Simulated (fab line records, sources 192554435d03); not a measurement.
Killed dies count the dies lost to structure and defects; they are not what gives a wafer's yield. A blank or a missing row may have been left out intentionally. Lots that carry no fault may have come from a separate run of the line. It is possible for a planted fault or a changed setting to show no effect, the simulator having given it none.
2 desks looking at one fault    flow n5 finfet    each desk has only its own numbers; what lay behind them comes last

## AT THE METROLOGY DESK
Lot by lot, what the gauges showed, no matter which tool ran the lot: averages of those sampled wafers that carry a number. Marked OUT: a lot whose mean sits more than 4 standard deviations from the usual mean, which makes it out of limits; the brackets give that distance. Only the readings that lie furthest out on some lot appear, 7 of the 11 it has.
Columns: A = cd nm at N5_MOL_CONTACT_COAG_CD_MEAS_99, usual 17.4 nm; B = DIBL_P at N5_BEOL_M4_RC_MEAS_101, usual 37.1 mV/V; C = IOFF_P at N5_BEOL_M4_RC_MEAS_101, usual 0.22 nA/um; D = ION_N at N5_BEOL_M4_RC_MEAS_101, usual 679 uA/um; E = ION_P at N5_BEOL_M4_RC_MEAS_101, usual 466 uA/um; F = VT_N at N5_BEOL_M4_RC_MEAS_101, usual 248.8 mV; G = VT_P at N5_BEOL_M4_RC_MEAS_101, usual -250 mV
lot   first seen here  A     B     C     D    E    F      G
L306  day 5 04:15      17.5  38.7  0.26  686  466  247.0  -246
L309  day 5 16:55      17.5  38.3  0.24  681  469  248.5  -249
L319  day 8 03:38      17.5  34.4  0.19  660  454  252.8  -253
L323  day 9 03:27      17.4  37.9  0.23  702  473  247.0  -251
L327  day 10 03:42     16.6  35.9  0.24  684  469  247.4  -247
L328  day 10 09:12     17.2  37.4  0.23  673  468  250.0  -248
Result from this desk: across the 6 lots, nothing is out of limits.

## THE TOOL OWNER'S DESK: implanter-01
For each lot that ran on this tool, the mean over its sampled wafers that have a number, from the tool's own readings at N5_MOL_CONTACT_COAG_IMPLANT_129. Marked OUT: a lot whose mean sits more than 4 standard deviations from the usual mean, which makes it out of limits; the brackets give that distance.
Columns: A = beam energy keV at N5_MOL_CONTACT_COAG_IMPLANT_129, usual 3.0002; B = end station pressure torr at N5_MOL_CONTACT_COAG_IMPLANT_129, usual 5.8e-06 Torr
lot   first seen here  A                         B
L309  day 5 16:59      3.0003                    6.0e-06
L319  day 8 03:40      7.7917 (+99 or more) OUT  1.1e-05 (+16) OUT
L323  day 9 03:32      7.7908 (+99 or more) OUT  1.1e-05 (+16) OUT
Finding of this desk: L319, L323 out of limits; the first was L319 at day 8 03:40, on beam energy keV at N5_MOL_CONTACT_COAG_IMPLANT_129. In limits: L309.

## TAKEN TOGETHER
The tool owner's desk had the chance to raise an alarm at day 8 03:40 on L319, L323.
Metrology desk: nothing out of limits seen.
The metrology desk has L319, L323 on record, within its limits.
Of the lots named, all ran N5_MOL_CONTACT_COAG_IMPLANT_129 on implanter-01.

## WHAT THE SIMULATOR HAD INSERTED
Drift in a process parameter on implanter-01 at N5_MOL_CONTACT_COAG_IMPLANT_129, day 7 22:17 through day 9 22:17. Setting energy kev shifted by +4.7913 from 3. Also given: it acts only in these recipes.
Lots struck among those shown: L319, L323.
How many hours passed from the start of the fault until each desk's first out-of-limits reading: the tool owner's desk, 5.
